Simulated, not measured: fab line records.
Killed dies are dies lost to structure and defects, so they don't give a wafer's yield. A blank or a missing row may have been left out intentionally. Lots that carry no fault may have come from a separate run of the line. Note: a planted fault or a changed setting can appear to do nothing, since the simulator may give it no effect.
Which tool was responsible? + flow nand harc + 24 lots with 72 wafers sampled at 6 steps, on a route of 1159 steps

WHAT THE GAUGES SHOWED, per wafer
The record lacks any reading of a measuring or inspecting step that a usual standard deviation could be used to judge.

WHICH TOOL RAN EACH LOT (tool, then ch and the chambers of the sampled wafers, then the start)
| lot  | NHARC_A_STAIRCASE_TRIM_20          | NHARC_A_STAIRCASE_TRIM_191                    | NHARC_A_STAIRCASE_ETCH_192                    | NHARC_A_STAIRCASE_ETCH_194                    | NHARC_A_STAIRCASE_TRIM_220         | NHARC_A_STAIRCASE_HM_DEP_456  |
|------|------------------------------------|-----------------------------------------------|-----------------------------------------------|-----------------------------------------------|------------------------------------|-------------------------------|
| L074 | rie diel-06 ch 1,2,3, day 10 13:10 | rie diel-13 ch 1,2,3, day 10 20:41 or earlier | rie diel-13 ch 0,1,3, day 10 20:41 or earlier | rie diel-13 ch 0,1,3, day 10 20:41 or earlier | rie diel-13 ch 1,2,3, day 10 20:41 | acl dep-02 ch 0, day 11 02:30 |
| L075 | rie diel-06 ch 0,2,3, day 10 23:25 | rie diel-13 ch 0,1,2, day 11 06:35 or earlier | rie diel-13 ch 0,2,3, day 11 06:35 or earlier | rie diel-13 ch 0,3, day 11 06:35 or earlier   | rie diel-02 ch 0,2,3, day 11 06:35 | acl dep-01 ch 0, day 11 14:55 |
| L076 | rie diel-02 ch 2,3, day 10 23:55   | rie diel-13 ch 0,1,3, day 11 07:13 or earlier | rie diel-13 ch 0,2, day 11 07:13 or earlier   | rie diel-13 ch 0,2,3, day 11 07:13 or earlier | rie diel-13 ch 0,1, day 11 07:13   | acl dep-02 ch 0, day 11 14:34 |
| L078 | rie diel-13 ch 0,1,2, day 11 12:53 | rie diel-06 ch 0,1,2, day 11 19:12 or earlier | rie diel-06 ch 1,2,3, day 11 19:12 or earlier | rie diel-06 ch 0,1,2, day 11 19:12 or earlier | rie diel-06 ch 1,2, day 11 19:12   | acl dep-01 ch 0, day 12 00:10 |
| L077 | rie diel-02 ch 0,2,3, day 11 12:59 | rie diel-02 ch 0,1,3, day 11 20:03 or earlier | rie diel-02 ch 0,1,3, day 11 20:03 or earlier | rie diel-02 ch 1,2,3, day 11 20:03 or earlier | rie diel-13 ch 0,1,2, day 11 20:03 | acl dep-02 ch 0, day 12 01:10 |
| L079 | rie diel-06 ch 1,2,3, day 12 00:25 | rie diel-06 ch 0,3, day 12 06:59 or earlier   | rie diel-06 ch 1,2, day 12 06:59 or earlier   | rie diel-06 ch 1,3, day 12 06:59 or earlier   | rie diel-02 ch 0,1, day 12 06:59   | acl dep-01 ch 0, day 12 12:34 |
| L080 | rie diel-06 ch 0,2, day 12 07:41   | rie diel-13 ch 0,3, day 12 15:01 or earlier   | rie diel-13 ch 0,1,3, day 12 15:01 or earlier | rie diel-13 ch 0,2,3, day 12 15:01 or earlier | rie diel-06 ch 2,3, day 12 15:01   | acl dep-03 ch 0, day 12 20:16 |
| L081 | rie diel-13 ch 0,2,3, day 12 08:01 | rie diel-02 ch 1,2,3, day 12 15:24 or earlier | rie diel-02 ch 0,2,3, day 12 15:24 or earlier | rie diel-02 ch 0,2,3, day 12 15:24 or earlier | rie diel-02 ch 0,1,2, day 12 15:24 | acl dep-02 ch 0, day 12 21:26 |
| L083 | rie diel-02 ch 0,1,2, day 12 19:12 | rie diel-06 ch 1,2,3, day 13 02:38 or earlier | rie diel-06 ch 0,1,3, day 13 02:38 or earlier | rie diel-06 ch 1,3, day 13 02:38 or earlier   | rie diel-02 ch 0,1, day 13 02:38   | acl dep-03 ch 0, day 13 09:28 |
| L082 | rie diel-06 ch 0,2,3, day 12 19:32 | rie diel-06 ch 0,2,3, day 13 02:17 or earlier | rie diel-06 ch 0,1,3, day 13 02:17 or earlier | rie diel-06 ch 1,2,3, day 13 02:17 or earlier | rie diel-02 ch 0,1,3, day 13 02:17 | acl dep-03 ch 0, day 13 07:35 |
| L084 | rie diel-02 ch 0,1,3, day 13 01:38 | rie diel-06 ch 2,3, day 13 07:54 or earlier   | rie diel-06 ch 0,1,2, day 13 07:54 or earlier | rie diel-06 ch 0,1,2, day 13 07:54 or earlier | rie diel-06 ch 1,2, day 13 07:54   | acl dep-03 ch 0, day 13 18:37 |
| L088 | rie diel-13 ch 0,1,3, day 13 21:55 | rie diel-13 ch 0,2,3, day 14 06:08 or earlier | rie diel-13 ch 0,1,2, day 14 06:08 or earlier | rie diel-13 ch 0,1,2, day 14 06:08 or earlier | rie diel-06 ch 0,2,3, day 14 06:08 | acl dep-01 ch 0, day 14 11:37 |
| L086 | rie diel-06 ch 0,3, day 14 01:30   | rie diel-06 ch 0,1,2, day 14 10:20 or earlier | rie diel-06 ch 0,1,3, day 14 10:20 or earlier | rie diel-06 ch 0,2,3, day 14 10:20 or earlier | rie diel-06 ch 1,2, day 14 10:20   | acl dep-03 ch 0, day 14 15:36 |
| L087 | rie diel-02 ch 0,3, day 14 02:03   | rie diel-06 ch 0,3, day 14 09:06 or earlier   | rie diel-06 ch 0,2,3, day 14 09:06 or earlier | rie diel-06 ch 2,3, day 14 09:06 or earlier   | rie diel-06 ch 0,1, day 14 09:06   | acl dep-01 ch 0, day 14 14:06 |
| L089 | rie diel-13 ch 1,2,3, day 14 07:17 | rie diel-02 ch 1,2,3, day 14 14:02 or earlier | rie diel-02 ch 1,2,3, day 14 14:02 or earlier | rie diel-02 ch 0,1, day 14 14:02 or earlier   | rie diel-02 ch 0,3, day 14 14:02   | acl dep-02 ch 0, day 14 19:47 |
| L085 | rie diel-02 ch 0,3, day 14 10:15   | rie diel-13 ch 2,3, day 14 16:41 or earlier   | rie diel-13 ch 0,2, day 14 16:41 or earlier   | rie diel-13 ch 0,3, day 14 16:41 or earlier   | rie diel-06 ch 0,1,3, day 14 16:41 | acl dep-03 ch 0, day 14 21:55 |
| L090 | rie diel-02 ch 0,1,2, day 15 02:05 | rie diel-13 ch 0,1,3, day 15 08:37 or earlier | rie diel-13 ch 0,2, day 15 08:37 or earlier   | rie diel-13 ch 0,2,3, day 15 08:37 or earlier | rie diel-02 ch 1,2,3, day 15 08:37 | acl dep-03 ch 0, day 15 13:38 |
| L091 | rie diel-13 ch 0,2,3, day 15 03:30 | rie diel-13 ch 0,1,3, day 15 10:25 or earlier | rie diel-13 ch 0,2,3, day 15 10:25 or earlier | rie diel-13 ch 0,1, day 15 10:25 or earlier   | rie diel-02 ch 0,1,3, day 15 10:25 | acl dep-01 ch 0, day 15 14:58 |
| L092 | rie diel-06 ch 1,2,3, day 15 04:32 | rie diel-06 ch 1,3, day 15 11:16 or earlier   | rie diel-06 ch 0,2, day 15 11:16 or earlier   | rie diel-06 ch 0,2,3, day 15 11:16 or earlier | rie diel-13 ch 0,2,3, day 15 11:16 | acl dep-01 ch 0, day 15 17:08 |
| L093 | rie diel-02 ch 0,1,3, day 15 07:38 | rie diel-06 ch 0,3, day 15 14:25 or earlier   | rie diel-06 ch 0,1,3, day 15 14:25 or earlier | rie diel-06 ch 0,1,3, day 15 14:25 or earlier | rie diel-13 ch 0,1,2, day 15 14:25 | acl dep-01 ch 0, day 15 20:51 |
| L094 | rie diel-06 ch 0,1,2, day 15 14:23 | rie diel-06 ch 1,2, day 15 22:04 or earlier   | rie diel-06 ch 0,2, day 15 22:04 or earlier   | rie diel-06 ch 0,2,3, day 15 22:04 or earlier | rie diel-06 ch 0,1,3, day 15 22:04 | acl dep-02 ch 0, day 16 11:12 |
| L097 | rie diel-06 ch 0,2,3, day 16 00:13 | rie diel-02 ch 0,1, day 16 08:47 or earlier   | rie diel-02 ch 1,2,3, day 16 08:47 or earlier | rie diel-02 ch 0,3, day 16 08:47 or earlier   | rie diel-06 ch 0,3, day 16 08:47   | acl dep-01 ch 0, day 16 16:44 |
| L096 | rie diel-06 ch 0,2,3, day 16 01:17 | rie diel-13 ch 1,3, day 16 11:01 or earlier   | rie diel-13 ch 0,1,3, day 16 11:01 or earlier | rie diel-13 ch 0,2, day 16 11:01 or earlier   | rie diel-13 ch 0,1,2, day 16 11:01 | acl dep-03 ch 0, day 16 20:39 |
| L095 | rie diel-13 ch 0,1, day 16 15:04   | rie diel-06 ch 0,2,3, day 16 21:19 or earlier | rie diel-06 ch 0,2, day 16 21:19 or earlier   | rie diel-06 ch 0,2, day 16 21:19 or earlier   | rie diel-06 ch 0,1, day 16 21:19   | acl dep-03 ch 0, day 17 04:23 |
- NHARC_A_STAIRCASE_TRIM_20: chemistry O2, time 211.2 s.
- NHARC_A_STAIRCASE_TRIM_191: chemistry O2, time 211.2 s.
- NHARC_A_STAIRCASE_ETCH_192: etches the open film in C4F8/O2, target depth 100 nm, time 40.5 s.
- NHARC_A_STAIRCASE_ETCH_194: etches the open film in C4F8/O2, target depth 100 nm, time 40.5 s.
- NHARC_A_STAIRCASE_TRIM_220: chemistry O2, time 211.2 s.
- NHARC_A_STAIRCASE_HM_DEP_456: deposits aC, target thk 1500 nm.

AS READ BY THE TOOLS THEMSELVES (means over the sampled wafers that have a number; for cases with no such wafer, the mark the record gives instead)
NHARC_A_STAIRCASE_TRIM_20. Usual: drypump motor current A 5.7 A, standard deviation 0.37; oes product au 1.003 a.u., standard deviation 0.011; rf vpp V 57.6 V, standard deviation 0.91; showerhead plenum p Torr 3.50 Torr, standard deviation 0.15; throttle valve pct 17.037 %, standard deviation 0.0097.
| lot  | tool        | drypump motor current A (A) | oes product au (a.u.) | rf vpp V (V) | showerhead plenum p Torr (Torr) | throttle valve pct (%) | flag |
|------|-------------|-----------------------------|-----------------------|--------------|---------------------------------|------------------------|------|
| L074 | rie diel-06 | 5.8                         | 1.002                 | 57.5         | 3.39                            | 17.046                 |      |
| L075 | rie diel-06 | 5.5                         | 0.997                 | 56.8         | 3.34                            | 17.033                 |      |
| L076 | rie diel-02 | 5.6                         | 1.015                 | 57.5         | 3.66                            | 17.030                 |      |
| L078 | rie diel-13 | 5.5                         | 1.009                 | 58.2         | 3.44                            | 17.040                 |      |
| L077 | rie diel-02 | 5.9                         | 1.009                 | 58.4         | 3.54                            | 17.022                 |      |
| L079 | rie diel-06 | 5.8                         | 0.998                 | 58.0         | 3.56                            | 17.030                 |      |
| L080 | rie diel-06 | 5.4                         | 1.006                 | 58.1         | 3.68                            | 17.030                 |      |
| L081 | rie diel-13 | 5.5                         | 0.998                 | 57.7         | 3.45                            | 17.045                 |      |
| L083 | rie diel-02 | 5.9                         | 1.005                 | 58.3         | 3.51                            | 17.044                 |      |
| L082 | rie diel-06 | 5.5                         | 0.993                 | 58.5         | 3.50                            | 17.036                 |      |
| L084 | rie diel-02 | 6.1                         | 0.999                 | 57.1         | 3.48                            | 17.040                 |      |
| L088 | rie diel-13 | 5.5                         | 1.002                 | 56.5         | 3.50                            | 17.038                 |      |
| L086 | rie diel-06 | 5.4                         | 0.992                 | 56.9         | 3.37                            | 17.038                 |      |
| L087 | rie diel-02 | 6.1                         | 1.002                 | 57.8         | 3.50                            | 17.037                 |      |
| L089 | rie diel-13 | 5.7                         | 0.997                 | 57.5         | 3.50                            | 17.039                 |      |
| L085 | rie diel-02 | 6.2                         | 1.006                 | 57.3         | 3.41                            | 17.048                 |      |
| L090 | rie diel-02 | 5.9                         | 1.009                 | 57.6         | 3.50                            | 17.032                 |      |
| L091 | rie diel-13 | 5.5                         | 1.000                 | 58.2         | 3.44                            | 17.045                 |      |
| L092 | rie diel-06 | 5.8                         | 1.010                 | 57.3         | 3.54                            | 17.034                 |      |
| L093 | rie diel-02 | 6.1                         | 1.010                 | 58.4         | 3.47                            | 17.042                 |      |
| L094 | rie diel-06 | 5.6                         | 0.998                 | 58.6         | 3.58                            | 17.040                 |      |
| L097 | rie diel-06 | 5.5                         | 0.994                 | 57.5         | 3.49                            | 17.035                 |      |
| L096 | rie diel-06 | 5.5                         | 0.988                 | 57.1         | 3.49                            | 17.030                 |      |
| L095 | rie diel-13 | 5.3                         | 1.002                 | 57.3         | 3.42                            | 17.034                 |      |

NHARC_A_STAIRCASE_TRIM_191. Usual: drypump motor current A 5.7 A, standard deviation 0.37; oes product au 1.001 a.u., standard deviation 0.0096; rf vpp V 57.7 V, standard deviation 0.92; showerhead plenum p Torr 3.50 Torr, standard deviation 0.15; throttle valve pct 17.036 %, standard deviation 0.01.
| lot  | tool        | drypump motor current A (A) | oes product au (a.u.) | rf vpp V (V) | showerhead plenum p Torr (Torr) | throttle valve pct (%) | flag |
|------|-------------|-----------------------------|-----------------------|--------------|---------------------------------|------------------------|------|
| L074 | rie diel-13 | 5.6                         | 1.010                 | 57.5         | 3.52                            | 17.035                 |      |
| L075 | rie diel-13 | 5.5                         | 1.001                 | 57.5         | 3.44                            | 17.040                 |      |
| L076 | rie diel-13 | 5.5                         | 1.004                 | 58.3         | 3.51                            | 17.026                 |      |
| L078 | rie diel-06 | 5.5                         | 0.998                 | 57.6         | 3.60                            | 17.042                 |      |
| L077 | rie diel-02 | 6.1                         | 1.011                 | 58.3         | 3.49                            | 17.045                 |      |
| L079 | rie diel-06 | 5.4                         | 0.999                 | 58.4         | 3.38                            | 17.037                 |      |
| L080 | rie diel-13 | 5.3                         | 1.000                 | 57.4         | 3.45                            | 17.052                 |      |
| L081 | rie diel-02 | 5.8                         | 1.005                 | 57.9         | 3.61                            | 17.038                 |      |
| L083 | rie diel-06 | 5.8                         | 0.996                 | 58.8         | 3.55                            | 17.038                 |      |
| L082 | rie diel-06 | 5.5                         | 1.003                 | 58.1         | 3.50                            | 17.041                 |      |
| L084 | rie diel-06 | 5.8                         | 0.989                 | 57.2         | 3.47                            | 17.040                 |      |
| L088 | rie diel-13 | 5.5                         | 1.000                 | 57.3         | 3.45                            | 17.030                 |      |
| L086 | rie diel-06 | 5.5                         | 1.005                 | 58.5         | 3.59                            | 17.032                 |      |
| L087 | rie diel-06 | 5.4                         | 0.989                 | 56.9         | 3.37                            | 17.038                 |      |
| L089 | rie diel-02 | 5.8                         | 1.011                 | 57.7         | 3.60                            | 17.037                 |      |
| L085 | rie diel-13 | 5.7                         | 0.995                 | 57.2         | 3.45                            | 17.027                 |      |
| L090 | rie diel-13 | 5.5                         | 0.993                 | 58.5         | 3.49                            | 17.028                 |      |
| L091 | rie diel-13 | 5.5                         | 1.001                 | 57.5         | 3.49                            | 17.038                 |      |
| L092 | rie diel-06 | 6.0                         | 1.003                 | 57.4         | 3.46                            | 17.027                 |      |
| L093 | rie diel-06 | 5.7                         | 0.988                 | 57.1         | 3.33                            | 17.040                 |      |
| L094 | rie diel-06 | 5.7                         | 1.007                 | 57.8         | 3.71                            | 17.045                 |      |
| L097 | rie diel-02 | 6.3                         | 1.003                 | 57.1         | 3.37                            | 17.041                 |      |
| L096 | rie diel-13 | 5.7                         | 1.005                 | 57.2         | 3.55                            | 17.036                 |      |
| L095 | rie diel-06 | 5.5                         | 0.999                 | 58.4         | 3.49                            | 17.037                 |      |

NHARC_A_STAIRCASE_ETCH_192. Usual: oes product au 0.944 a.u., standard deviation 0.011; rf vpp V 895 V, standard deviation 5.7.
| lot  | tool        | oes product au (a.u.) | rf vpp V (V) | flag |
|------|-------------|-----------------------|--------------|------|
| L074 | rie diel-13 | 0.944                 | 894          |      |
| L075 | rie diel-13 | 0.943                 | 893          |      |
| L076 | rie diel-13 | 0.934                 | 891          |      |
| L078 | rie diel-06 | 0.943                 | 897          |      |
| L077 | rie diel-02 | 0.948                 | 895          |      |
| L079 | rie diel-06 | 0.953                 | 900          |      |
| L080 | rie diel-13 | 0.951                 | 894          |      |
| L081 | rie diel-02 | 0.950                 | 896          |      |
| L083 | rie diel-06 | 0.938                 | 892          |      |
| L082 | rie diel-06 | 0.948                 | 892          |      |
| L084 | rie diel-06 | 0.959                 | 898          |      |
| L088 | rie diel-13 | 0.941                 | 892          |      |
| L086 | rie diel-06 | 0.931                 | 892          |      |
| L087 | rie diel-06 | 0.939                 | 894          |      |
| L089 | rie diel-02 | 0.946                 | 899          |      |
| L085 | rie diel-13 | 0.939                 | 890          |      |
| L090 | rie diel-13 | 0.945                 | 891          |      |
| L091 | rie diel-13 | 0.930                 | 893          |      |
| L092 | rie diel-06 | 0.937                 | 896          |      |
| L093 | rie diel-06 | 0.951                 | 892          |      |
| L094 | rie diel-06 | 0.943                 | 896          |      |
| L097 | rie diel-02 | 0.956                 | 898          |      |
| L096 | rie diel-13 | 0.942                 | 894          |      |
| L095 | rie diel-06 | 0.938                 | 896          |      |

NHARC_A_STAIRCASE_ETCH_194. Usual: oes product au 0.943 a.u., standard deviation 0.01; rf vpp V 895 V, standard deviation 5.5.
| lot  | tool        | oes product au (a.u.) | rf vpp V (V) | flag |
|------|-------------|-----------------------|--------------|------|
| L074 | rie diel-13 | 0.951                 | 895          |      |
| L075 | rie diel-13 | 0.952                 | 892          |      |
| L076 | rie diel-13 | 0.943                 | 893          |      |
| L078 | rie diel-06 | 0.954                 | 898          |      |
| L077 | rie diel-02 | 0.955                 | 900          |      |
| L079 | rie diel-06 | 0.943                 | 892          |      |
| L080 | rie diel-13 | 0.933                 | 893          |      |
| L081 | rie diel-02 | 0.950                 | 896          |      |
| L083 | rie diel-06 | 0.943                 | 894          |      |
| L082 | rie diel-06 | 0.942                 | 898          |      |
| L084 | rie diel-06 | 0.946                 | 898          |      |
| L088 | rie diel-13 | 0.938                 | 893          |      |
| L086 | rie diel-06 | 0.934                 | 894          |      |
| L087 | rie diel-06 | 0.931                 | 894          |      |
| L089 | rie diel-02 | 0.948                 | 894          |      |
| L085 | rie diel-13 | 0.951                 | 893          |      |
| L090 | rie diel-13 | 0.940                 | 893          |      |
| L091 | rie diel-13 | 0.939                 | 892          |      |
| L092 | rie diel-06 | 0.937                 | 895          |      |
| L093 | rie diel-06 | 0.936                 | 892          |      |
| L094 | rie diel-06 | 0.931                 | 895          |      |
| L097 | rie diel-02 | 0.956                 | 895          |      |
| L096 | rie diel-13 | 0.942                 | 891          |      |
| L095 | rie diel-06 | 0.936                 | 901          |      |

NHARC_A_STAIRCASE_TRIM_220. Usual: drypump motor current A 5.7 A, standard deviation 0.39; oes product au 1.003 a.u., standard deviation 0.0096; rf vpp V 57.9 V, standard deviation 0.91; showerhead plenum p Torr 3.50 Torr, standard deviation 0.15; throttle valve pct 17.035 %, standard deviation 0.0096.
| lot  | tool        | drypump motor current A (A) | oes product au (a.u.) | rf vpp V (V) | showerhead plenum p Torr (Torr) | throttle valve pct (%) | flag |
|------|-------------|-----------------------------|-----------------------|--------------|---------------------------------|------------------------|------|
| L074 | rie diel-13 | 5.7                         | 1.012                 | 57.2         | 3.52                            | 17.039                 |      |
| L075 | rie diel-02 | 5.9                         | 1.011                 | 58.3         | 3.54                            | 17.045                 |      |
| L076 | rie diel-13 | 5.3                         | 1.005                 | 58.2         | 3.44                            | 17.040                 |      |
| L078 | rie diel-06 | 5.9                         | 1.003                 | 59.2         | 3.64                            | 17.042                 |      |
| L077 | rie diel-13 | 5.5                         | 1.010                 | 57.4         | 3.44                            | 17.030                 |      |
| L079 | rie diel-02 | 6.1                         | 1.003                 | 58.1         | 3.46                            | 17.039                 |      |
| L080 | rie diel-06 | 5.8                         | 0.997                 | 57.6         | 3.47                            | 17.037                 |      |
| L081 | rie diel-02 | 5.9                         | 1.007                 | 57.2         | 3.51                            | 17.031                 |      |
| L083 | rie diel-02 | 6.1                         | 0.999                 | 57.8         | 3.45                            | 17.033                 |      |
| L082 | rie diel-02 | 6.1                         | 1.006                 | 57.7         | 3.48                            | 17.032                 |      |
| L084 | rie diel-06 | 5.6                         | 1.004                 | 58.7         | 3.72                            | 17.037                 |      |
| L088 | rie diel-06 | 5.5                         | 0.994                 | 58.0         | 3.50                            | 17.036                 |      |
| L086 | rie diel-06 | 5.7                         | 0.998                 | 58.0         | 3.71                            | 17.037                 |      |
| L087 | rie diel-06 | 5.4                         | 1.001                 | 57.3         | 3.46                            | 17.033                 |      |
| L089 | rie diel-02 | 6.1                         | 1.001                 | 57.2         | 3.50                            | 17.032                 |      |
| L085 | rie diel-06 | 5.7                         | 1.006                 | 56.6         | 3.42                            | 17.027                 |      |
| L090 | rie diel-02 | 5.8                         | 1.014                 | 58.4         | 3.59                            | 17.042                 |      |
| L091 | rie diel-02 | 6.1                         | 1.009                 | 57.3         | 3.47                            | 17.038                 |      |
| L092 | rie diel-13 | 5.5                         | 1.002                 | 58.6         | 3.44                            | 17.029                 |      |
| L093 | rie diel-13 | 5.5                         | 0.998                 | 57.6         | 3.43                            | 17.025                 |      |
| L094 | rie diel-06 | 5.7                         | 1.002                 | 58.2         | 3.41                            | 17.036                 |      |
| L097 | rie diel-06 | 5.7                         | 0.990                 | 58.1         | 3.32                            | 17.031                 |      |
| L096 | rie diel-13 | 5.5                         | 1.005                 | 57.9         | 3.42                            | 17.033                 |      |
| L095 | rie diel-06 | 5.4                         | 0.991                 | 57.9         | 3.45                            | 17.041                 |      |

NHARC_A_STAIRCASE_HM_DEP_456. Usual: throttle valve pct 35.000 %, standard deviation 0.009.
| lot  | tool       | throttle valve pct (%) | flag |
|------|------------|------------------------|------|
| L074 | acl dep-02 | 35.005                 |      |
| L075 | acl dep-01 | 34.991                 |      |
| L076 | acl dep-02 | 34.997                 |      |
| L078 | acl dep-01 | 35.001                 |      |
| L077 | acl dep-02 | 35.001                 |      |
| L079 | acl dep-01 | 35.001                 |      |
| L080 | acl dep-03 | 35.010                 |      |
| L081 | acl dep-02 | 35.011                 |      |
| L083 | acl dep-03 | 34.995                 |      |
| L082 | acl dep-03 | 34.994                 |      |
| L084 | acl dep-03 | 34.995                 |      |
| L088 | acl dep-01 | 34.998                 |      |
| L086 | acl dep-03 | 35.001                 |      |
| L087 | acl dep-01 | 35.000                 |      |
| L089 | acl dep-02 | 35.005                 |      |
| L085 | acl dep-03 | 34.999                 |      |
| L090 | acl dep-03 | 35.002                 |      |
| L091 | acl dep-01 | 35.008                 |      |
| L092 | acl dep-01 | 34.997                 |      |
| L093 | acl dep-01 | 35.005                 |      |
| L094 | acl dep-02 | 34.994                 |      |
| L097 | acl dep-01 | 35.001                 |      |
| L096 | acl dep-03 | 35.002                 |      |
| L095 | acl dep-03 | 35.005                 |      |

THE ANSWER, worked out from the rows above alone
Rule: take the mean of a lot's wafers that have a number; if it is more than 3 standard deviations from the usual mean, the lot is off. A lot without any number at a reading at which 4 lots or more have one is off too. All remaining lots with rows at the step are treated as sound. First the gauges in route order, then the tools' own readings, where a lot's mean is used as printed above. At the first step where some lot is off, the reading lying furthest off is the one used; lots without a number count as furthest.
Across all readings shown, no lot is off: no conclusion can be drawn from this.

WHAT HAD BEEN PUT IN BY THE SIMULATOR
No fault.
